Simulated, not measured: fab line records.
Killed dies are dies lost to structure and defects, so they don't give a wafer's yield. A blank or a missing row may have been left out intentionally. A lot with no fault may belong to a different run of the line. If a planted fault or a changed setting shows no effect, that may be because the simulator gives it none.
Matching of chambers || flow n5_finfet || N5_GATE_CUT_CMP_61 on cmp-03 has 4 sister chambers
The step polishes, stops on SiNx, t overpolish 3 s. 18 wafers are shown with their chamber, then 9 later ones without.

## EACH WAFER AND ITS CHAMBER
{"wafer": "L076.1", "chamber": 1, "motor_current_A (A)": 12.5}
{"wafer": "L076.4", "chamber": 2, "motor_current_A (A)": 12.7}
{"wafer": "L076.5", "chamber": 0, "motor_current_A (A)": 12.8}
{"wafer": "L079.1", "chamber": 0, "motor_current_A (A)": 12.5}
{"wafer": "L079.4", "chamber": 3, "motor_current_A (A)": 12.5}
{"wafer": "L079.6", "chamber": 3, "motor_current_A (A)": 12.9}
{"wafer": "L080.1", "chamber": 2, "motor_current_A (A)": 13.0}
{"wafer": "L080.3", "chamber": 1, "motor_current_A (A)": 12.4}
{"wafer": "L080.6", "chamber": 1, "motor_current_A (A)": 12.3}
{"wafer": "L083.2", "chamber": 0, "motor_current_A (A)": 12.9}
{"wafer": "L083.5", "chamber": 3, "motor_current_A (A)": 12.2}
{"wafer": "L083.6", "chamber": 0, "motor_current_A (A)": 13.0}
{"wafer": "L089.1", "chamber": 1, "motor_current_A (A)": 12.4}
{"wafer": "L089.2", "chamber": 3, "motor_current_A (A)": 12.4}
{"wafer": "L089.6", "chamber": 3, "motor_current_A (A)": 12.7}
{"wafer": "L091.1", "chamber": 0, "motor_current_A (A)": 12.5}
{"wafer": "L091.4", "chamber": 2, "motor_current_A (A)": 12.4}
{"wafer": "L091.5", "chamber": 3, "motor_current_A (A)": 12.9}

SIGNATURES (means of the wafers above)
{"reading": "motor_current_A", "chamber 0": 12.740, "chamber 1": 12.400, "chamber 2": 12.700, "chamber 3": 12.600, "scatter within a chamber": 0.241}
Rule: for each reading, subtract the chamber's mean from the wafer's reading, divide by that reading's scatter and square the result; add these up over the readings and take the root, which gives the wafer's distance from the chamber. The wafer belongs to the nearest chamber; if the next one is less than 2 further off, it can't be placed. The scatter: the root of (the sum of the squares of (reading less its chamber's mean) over the shown wafers, divided by (wafers less chambers)).

## WAFERS MISSING THEIR CHAMBER
{"wafer": "L093.3", "motor_current_A (A)": 12.6}
{"wafer": "L093.4", "motor_current_A (A)": 12.7}
{"wafer": "L093.6", "motor_current_A (A)": 12.9}
{"wafer": "L096.2", "motor_current_A (A)": 12.5}
{"wafer": "L096.3", "motor_current_A (A)": 13.3}
{"wafer": "L096.4", "motor_current_A (A)": 11.9}
{"wafer": "L097.1", "motor_current_A (A)": 12.6}
{"wafer": "L097.4", "motor_current_A (A)": 12.6}
{"wafer": "L097.6", "motor_current_A (A)": 13.2}

## WHICH CHAMBER EACH ONE RAN IN
{"wafer": "L093.3", "from the rows above": "can't be placed: 3 or 2 or 0 or 1", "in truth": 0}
{"wafer": "L093.4", "from the rows above": "can't be placed: 2 or 0 or 3 or 1", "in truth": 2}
{"wafer": "L093.6", "from the rows above": "can't be placed: 0 or 2 or 3 or 1", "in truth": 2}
{"wafer": "L096.2", "from the rows above": "can't be placed: 1 or 3 or 2 or 0", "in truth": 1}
{"wafer": "L096.3", "from the rows above": "can't be placed: 0 or 2 or 3 or 1", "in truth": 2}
{"wafer": "L096.4", "from the rows above": "can't be placed: 1 or 3 or 2 or 0", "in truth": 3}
{"wafer": "L097.1", "from the rows above": "can't be placed: 3 or 2 or 0 or 1", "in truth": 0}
{"wafer": "L097.4", "from the rows above": "can't be placed: 3 or 2 or 0 or 1", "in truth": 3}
{"wafer": "L097.6", "from the rows above": "can't be placed: 0 or 2 or 3 or 1", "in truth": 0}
Correctly placed: 0 of 9. Unplaceable from these rows: 9, with the true chamber sitting among the candidates in 9. Wrongly placed: 0.
